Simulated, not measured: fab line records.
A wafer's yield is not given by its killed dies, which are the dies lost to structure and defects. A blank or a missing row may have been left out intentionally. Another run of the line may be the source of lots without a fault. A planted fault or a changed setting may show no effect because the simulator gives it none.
fab line records ; flow n5_finfet
record: lots: 3; wafers: 9; last_day: 18
route steps=1938 shown MOL_CONTACT_COAG@623 BEOL_M0_SAQP@632 BEOL_M0_CUTY@710 BEOL_M4@1111 PASSIVATION@1936
lots that met no fault: from a run of the same line without faults
start_h: hours from the record's opening day to when the first of the lot's shown wafers began ; wait_h: hours elapsed since this lot's preceding step ; " unchanged from the row above ; L1.1+2: a single row standing in for several wafers ; - either no value or no given start ; * or withheld: withheld ; < > ~ a bound
route shown NAME@n: names a module that has steps shown in the file, with the first one's number in the route ; usual: the fault-free wafers' mean and standard deviation ; same: alike in all rows ; chamber/n: place in a boat ; sites: the reading at each site ; _std_site: their standard deviation ; _edge_site: outer sites' mean less inner sites' ; radius_mm: how far each site lies from the wafer's centre ; mask NAME#n: copy n ; behind: the most recent tool/chamber to have shaped the wafer ; hold: reason for holding the lot/hours on hold/outcome of the hold ; device: the transistor (n, p or np) that didn't switch ; end of line: the same wafers' tests at the end of the route ; a step without rows: its recipe alone ; killed: count of dies lost to structure and defects at first sort (not the wafer's yield) ; map: a wafer's dies, x killed, . not, _ none there
set.NAME: the setting that was run; set.NAME@STEP: the one run at that earlier step ; model.NAME: the simulator's own value behind a step, which no gauge read
lots at some steps of the route; a table a step, a row a wafer
services: when a tool's chamber went out of use (start_h, in hours from the record's first day, below 0 if earlier), for how many hours, and the reason
== steps ==
step: N5_MOL_CONTACT_COAG_PRE_CLEAN_121
recipe: gas: H2/He; time_s: *; temp_c: withheld
step: N5_MOL_CONTACT_COAG_CVD_140
recipe: material: W; target_thk_a: 665; mode: selective_fill; temp_c: 300; time_s: 215
step: N5_MOL_CONTACT_COAG_PRECLEAN_127
recipe: chemistry: DIW; time_s: 57.5; temp_c: 23
step: N5_MOL_CONTACT_COAG_SRD_128
recipe: dry_time_s: 32; dry: n2_spin; spin_rpm: 1500
step: N5_MOL_CONTACT_COAG_CMP_52
recipe: stop_on: SiO2; t_overpolish_s: 1.5; post_cmp_clean: w_dilute_nh4oh; down_force_psi: 4; platen_rpm: 50.289; pad_velocity_m_s: 1.0006; target_thk_nm: 66.5
step: N5_MOL_CONTACT_COAG_ANNEAL_112
recipe: temp_c: 400; time_s: 1800; ambient: HPD2; pressure_atm: 10
step: N5_BEOL_M0_SAQP_PECVD_00
recipe: material: SiCN; target_thk_a: 80; temp_c: withheld; precursor: 3MS/NH3; pressure_torr: 3; rf_w: 202; time_s: 14
step: N5_BEOL_M0_SAQP_ILD_DEP_01
recipe: material: SiOC; target_thk_a: 454.19; temp_c: 350; precursor: DEMS/O2; pressure_torr: 5; rf_w: 500; time_s: 8.7
step: N5_BEOL_M0_SAQP_HM_DEP_02
recipe: material: TiN; target_thk_a: 120; temp_c: 25; chamber_pressure_pa: 0.49996
usual: chamber_pressure_pa: 0.5000/0.00097; throttle_valve_pct: 29.8/0.96
lot.wafer;tool;chamber;start_h;wait_h;chamber_pressure_pa;throttle_valve_pct
L221.3;pvd_sputter-03;-;157.41;4.0;0.4981;29.8
L221.5;pvd_sputter-03;-;157.41;4.0;0.5015;28.5
L221.6;pvd_sputter-03;-;157.41;4.0;0.4991;30.0
L229.2;pvd_sputter-03;-;201.39;1.4;0.4987;28.7
L229.3;pvd_sputter-03;-;201.39;1.4;0.5006;30.0
L229.6;pvd_sputter-03;-;201.39;1.4;0.4996;30.5
L233.3;pvd_sputter-02;-;231.54;5.3;0.5003;29.2
L233.4;pvd_sputter-02;-;231.54;5.3;0.4993;28.9
L233.6;pvd_sputter-02;-;231.54;5.3;0.5009;29.0
step: N5_BEOL_M0_SAQP_PECVD_03
recipe: material: SiCN; target_thk_a: 120; temp_c: withheld; precursor: 3MS/NH3; pressure_torr: 3; rf_w: 202; time_s: 21.1
step: N5_BEOL_M0_SAQP_PECVD_96
recipe: material: a-Si; target_thk_a: 450; temp_c: 350; precursor: SiH4/He; pressure_torr: 3; rf_w: 100; time_s: 45.2
step: N5_BEOL_M0_SAQP_PECVD_97
recipe: material: SiNx; target_thk_a: 230; temp_c: 350; precursor: SiH4/NH3/N2; pressure_torr: 1.5; rf_w: 300; time_s: 19.9
step: N5_BEOL_M0_SAQP_PECVD_04
recipe: material: a-Si; target_thk_a: 600; temp_c: 350; precursor: SiH4/He; pressure_torr: 3; rf_w: 100; time_s: 60.2
step: N5_BEOL_M0_SAQP_HM_DEP_111
recipe: material: SiO2; target_thk_a: 120; temp_c: 400; precursor: SiH4/N2O; pressure_torr: 0.75; rf_w: 275; time_s: 7.2
step: N5_BEOL_M0_SAQP_COAT_81
recipe: resist: SOC; temp_c: 250; time_s: 60; spin_rpm: 1500; resist_thk_nm: 100
step: N5_BEOL_M0_SAQP_COAT_82
recipe: resist: SiARC; temp_c: 220; time_s: 60; spin_rpm: 1500; resist_thk_nm: 30
step: N5_BEOL_M0_SAQP_COAT_08
recipe: resist: CAR-ArF; spin_rpm: 1500; resist_thk_nm: 90
step: N5_BEOL_M0_SAQP_EBR_10
recipe: solvent: PGMEA; ebr_width_mm: 1.5
step: N5_BEOL_M0_SAQP_SOFTBAKE_09
recipe: temp_c: 110; time_s: 60; resist: CAR-ArF
step: N5_BEOL_M0_SAQP_EXPOSE_11
recipe: mask_id: M0_CORE; na: 1.35; source_shape: dipole; sigma_inner: 0.538; sigma_outer: 0.738; polarization: te; target_cd_nm: 42; dose_mj: 55
step: N5_BEOL_M0_SAQP_PEB_12
recipe: peb_temp_c: withheld; peb_time_s: 60; resist: CAR-ArF
step: N5_BEOL_M0_SAQP_DEVELOP_13
recipe: develop_time_s: 30; developer: TMAH; resist: CAR-ArF; dev_temp_c: 23; rinse_liquid: diw; dry: air_spin
step: N5_BEOL_M0_SAQP_DESCUM_19
recipe: chemistry: O2; time_s: 7.9; source_power_w: 50; bias_power_w: 20; pressure_mtorr: 20; rf_frequency_hz: 2.712e+07; temp_c: 40; resist: CAR-ArF; o2_flow_sccm: 225
step: N5_BEOL_M0_SAQP_ETCH_83
recipe: chemistry: CF4; target: SiARC; target_depth_a: 390; mask_material: CAR-ArF; time_s: 65; ion_energy_ev: 80; pressure_mtorr: 40; source_w: 545; bias_w: 36; Ar_flow_sccm: 100; cf4_flow_sccm: 100; ends: cleared
step: N5_BEOL_M0_SAQP_ETCH_84
recipe: chemistry: N2/H2; target: SOC; target_depth_a: 1000; overetch_a: 200; mask_material: SiARC; temp_c: 40; time_s: 150; ion_energy_ev: 200; pressure_mtorr: 30; source_w: 840; bias_w: 150; n2_flow_sccm: 200; h2_flow_sccm: 200
step: N5_BEOL_M0_SAQP_STRIP_80
recipe: chemistry: N2/H2; temp_c: 40; n2_flow_sccm: 200; h2_flow_sccm: 200; rf_frequency_hz: 6e+07
step: N5_BEOL_M0_SAQP_HM_OPEN_112
recipe: chemistry: CHF3/O2; target: SiO2; stop_on: a-Si; target_depth_a: 120; over_etch_frac: 1.25; mask_material: SOC; time_s: 13.5; pressure_mtorr: 30; source_w: 650; bias_w: 170; Ar_flow_sccm: 200; CHF3_flow_sccm: 50; O2_flow_sccm: 5; ion_energy_ev: 200; ends: end_point
step: N5_BEOL_M0_SAQP_STRIP_113
recipe: chemistry: CHF3/O2; resist: SiARC; rf_frequency_hz: 6e+07
step: N5_BEOL_M0_SAQP_MANDREL_ETCH_20
recipe: target_depth_a: 600; chemistry: HBr/Cl2; target: a-Si; stop_on: SiNx; bt_time_s: 10; mask_material: SOC; over_etch_frac: 0.5; time_s: 30; pressure_mtorr: 10; icp_w: 800; bias_w: 75; HBr_flow_sccm: 150; Cl2_flow_sccm: 80; ends: end_point
step: N5_BEOL_M0_SAQP_STRIP_86
recipe: chemistry: N2/H2; power_w: 500; temp_c: 40; pressure_mtorr: 50; rf_frequency_hz: 6e+07; overash_fraction: 0.3; bias_power_w: 28; h2_frac: 0.5; n2_flow_sccm: 300; h2_flow_sccm: 300
step: N5_BEOL_M0_SAQP_STRIP_115
recipe: chemistry: post_etch_residue_remover; time_s: 60; temp_c: 25; remover_ph: withheld; remover_water_wt_pct: withheld; remover_fluoride_wt_pct: withheld
step: N5_BEOL_M0_SAQP_SRD_93
recipe: dry: ipa_marangoni; time_s: 30; temp_c: 23; rinse_liquid: diw
step: N5_BEOL_M0_SAQP_RECESS_114
recipe: chemistry: HF/NH3; target: SiO2; target_depth_a: 144; afs_cycles: 3; temp_c: 30; sublimation_temp_c: 180; sublimation_time_s: 60
step: N5_BEOL_M0_SAQP_SPACER1_ALD_98
recipe: material: SiO2; target_thk_a: 128; temp_c: 300; ald_precursor_family: BDEAS; ald_co_reactant: O2-plasma; pulse_time_s: 1; purge_time_s: 2; co_reactant_purge_time_s: 2; ald_cycles: 138; pressure_torr: 2
step: N5_BEOL_M0_SAQP_INSPECT_42
recipe: mode: adi; inspect_instrument: brightfield
usual: raw_defect_count: 277/84
lot.wafer;tool;chamber;start_h;wait_h;raw_defect_count
L221.3;defect_inspect-01;-;162.38;0.0;330
L221.5;defect_inspect-01;-;162.38;0.0;634
L221.6;defect_inspect-01;-;162.38;0.0;389
L229.2;defect_inspect-02;-;207.71;0.0;293
L229.3;defect_inspect-02;-;207.71;0.0;610
L229.6;defect_inspect-02;-;207.71;0.0;308
L233.3;defect_inspect-01;-;238.31;0.0;267
L233.4;defect_inspect-01;-;238.31;0.0;211
L233.6;defect_inspect-01;-;238.31;0.0;215
step: N5_BEOL_M0_CUTY_INSPECT_59
recipe: mode: adi; inspect_instrument: macro
usual: raw_defect_count: 2.0/1.4
lot.wafer;tool;chamber;start_h;wait_h;raw_defect_count
L221.3;defect_inspect-02;-;163.77;0.0;5
L221.5;defect_inspect-02;-;163.77;0.0;4
L221.6;defect_inspect-02;-;163.77;0.0;2
L229.2;defect_inspect-01;-;209.05;0.0;1
L229.3;defect_inspect-01;-;209.05;0.0;>300
L229.6;defect_inspect-01;-;209.05;0.0;1
L233.3;defect_inspect-01;-;239.80;0.0;4
L233.4;defect_inspect-01;-;239.80;0.0;0
L233.6;defect_inspect-01;-;239.80;0.0;0
step: N5_BEOL_M4_RC_MEAS_101
usual: DIBL_N: 37.1/1.8; DIBL_P: 37.2/2.1; IOFF_N: 0.17/0.033; IOFF_P: 0.22/0.037; ION_N: 680/11; ION_P: 464/7.7; SS_N: 71.7/0.63; SS_P: 73.6/0.67; VT_N: 248.9/2.9; VT_P: -251/3.6
lot.wafer;tool;chamber;start_h;wait_h;DIBL_N[mV/V];DIBL_P[mV/V];IOFF_N[nA/um];IOFF_P[nA/um];ION_N[uA/um];ION_P[uA/um];SS_N[mV/dec];SS_P[mV/dec];VT_N[mV];VT_P[mV]
L221.3;prober-01;0;220.13;0.3;35.1;35.4;0.13;0.15;671;454;70.9;73.6;253.0;-258
L221.5;prober-01;0;220.13;0.3;35.0;35.9;0.12;0.15;666;449;71.0;73.6;254.4;-257
L221.6;prober-01;0;220.13;0.3;34.7;35.4;0.13;0.16;679;457;71.0;73.2;252.6;-258
L229.2;prober-01;0;281.59;0.2;37.0;35.7;0.15;0.17;676;453;71.9;72.8;248.9;-257
L229.3;prober-01;0;281.59;0.2;37.7;37.1;0.18;0.19;687;459;71.1;73.3;247.4;-254
L229.6;prober-01;0;281.59;0.2;37.2;36.4;0.17;0.18;684;463;71.0;73.1;248.9;-253
L233.3;prober-02;0;314.13;0.3;39.4;38.1;0.22;0.26;678;463;74.0;73.9;247.7;-247
L233.4;prober-02;0;314.13;0.3;38.0;37.7;0.18;0.25;673;465;71.8;73.8;247.5;-249
L233.6;prober-02;0;314.13;0.3;36.4;34.0;0.15;0.19;665;461;72.2;73.7;253.1;-253
step: N5_PASSIVATION_PROBE_49
usual: defect_limited_yield: 91.7/1.5; killed_at_M0_to_M3: 32/10; killed_at_M4_up: 14/5.3; killed_at_contacts: 13/5.7; killed_at_front_end: 37/10; killed_at_other: 3.3/2.5; killed_dies: 98/18; killed_open: 65/13; killed_short: 31/7.5; sort_bin_5_function: 4.9/0.91; sort_bin_6_memory: 3.1/0.71; sort_n_pass: 1082/18; sort_yield_pct: 91.7/1.5
same: gross_dies: 1180; killed_at_back_side: 0; sort_bin_4_leakage[%]: 0; sort_bin_8_speed[%]: 0
lot.wafer;tool;chamber;start_h;wait_h;defect_limited_yield[%];killed_at_M0_to_M3;killed_at_M4_up;killed_at_contacts;killed_at_front_end;killed_at_other;killed_dies;killed_open;killed_short;sort_bin_5_function[%];sort_bin_6_memory[%];sort_n_pass;sort_yield_pct[%]
L229.3;prober-01;-;397.60;0.1;85.3;132;7;12;19;4;174;44;27;9.6;3.4;1006;85.3
killed by level:class
L229.3 BEOL_M0_SAQP:unspecified=102 MOL_CONTACT_COAG:geometric_particle:open=11 BEOL_M1:geometric_particle:open=6 GATE_CUT:geometric_particle:short=5 BEOL_M0_SAQP:geometric_particle:open=5 FIN_SAQP:geometric_particle:open=4 BEOL_M2:geometric_particle:short=4 BEOL_M0_SAQP:geometric_particle:short=4
map L229.3 (x killed, . not)
_________________...........x________________
______________.....x.x.........._____________
___________....xxx.x...............__________
__________.x..x.................x..._________
________........x.........x........x.._______
_______..........x.....................______
______.........x....................x..._____
_____....x....x...x......................____
____...................x..................___
___.....x......x.x.........................__
___.............x................xx........__
__...x........................x...........x._
__................x.....x..................._
_...............x......................x.....
_..x....x.........................x..........
_............................................
_.....x.........x............................
_............x......x.......x................
_..............x.....x..................xx...
_....x.x..x............x..x...........x......
_xx.............x....................x.......
__..................xx....................x._
__...x.......xx.x..x........x............x.._
___...x....xxxxxxxxxxx.x.......x......x.x..__
___..........xxxxxxxx......................__
____........xx.xxxxxxxxx..................___
_____......xxxxxxxxxxx.xx................____
______x..x.xxxxxxxxxxxxx................_____
_______...xxxxxxxxxxx.x................______
________...x.xx.xxxxxxx........x......_______
__________...xx.xxxxxx.............._________
___________x...xx.xx.x..x........x.__________
______________.xxx.x..x..x......_____________
_________________....x.......________________
map L221.6 (x killed, . not)
_________________............________________
______________..............xx.._____________
___________x.......................__________
__________x.............x.......x..x_________
________.x...........x...x.x.x....x..x_______
_______x..x........x.x......x......x.x.______
______..........x...x.......x....x......_____
_____..x..................x..........x..x____
____...........x..........................___
___.....x......x.x..........x..............__
___......x..............x..................__
__..............x........xxx................_
__.....x............x................x......_
_........x........x..x.x.........x...........
_x...x...........xxx...x..........x..........
_.................................x.......x..
_x....................x......x...............
_....................x.xx....................
_......x......................x.x............
_............x......x........................
_.................................x..........
__..x.................x....................x_
__...x..............x.......x......x...x...._
___...........x...........xx....x..........__
___..x..................x......x...x.x.....__
____............................x.........___
_____..............x...................x.____
______......x............x...x.........._____
_______x.....................xx.......x______
________...............x...........x.._______
__________..............xx.x..x..x.._________
___________....x..x.........x......__________
______________.x.......x...x...x_____________
_________________....x....x..________________
== services ==
tool;chamber;start_h;hours;kind
pvd_sputter-02;-;134.88;1.1;repair
== key ==
first_sign: step: N5_BEOL_M0_SAQP_INSPECT_42; reading: raw_defect_count; direction: up; sigmas: 4; usual: 277; struck: 610
effect: step: N5_BEOL_M0_CUTY_INSPECT_59; reading: raw_defect_count; direction: up; sigmas: 99+; usual: 2.0; struck: >300
effect: step: N5_PASSIVATION_PROBE_49; reading: killed_at_M0_to_M3; direction: up; sigmas: 9.6; usual: 32; struck: 132
more_kills_born_at: N5_BEOL_M0_SAQP_HM_DEP_02@pvd_sputter-03: 102
met_at N5_BEOL_M0_SAQP_HM_DEP_02
struck_wafers L229.3
onset_between 157.41 201.39
fault: kind: chamber_particle_source; tool: pvd_sputter-03; chamber: -; onset_h: 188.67; steps: N5_BEOL_M0_SAQP_HM_DEP_02; rate_per_visit_cm2: 0.50395; end_h: 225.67; scope: struck_wafers_only
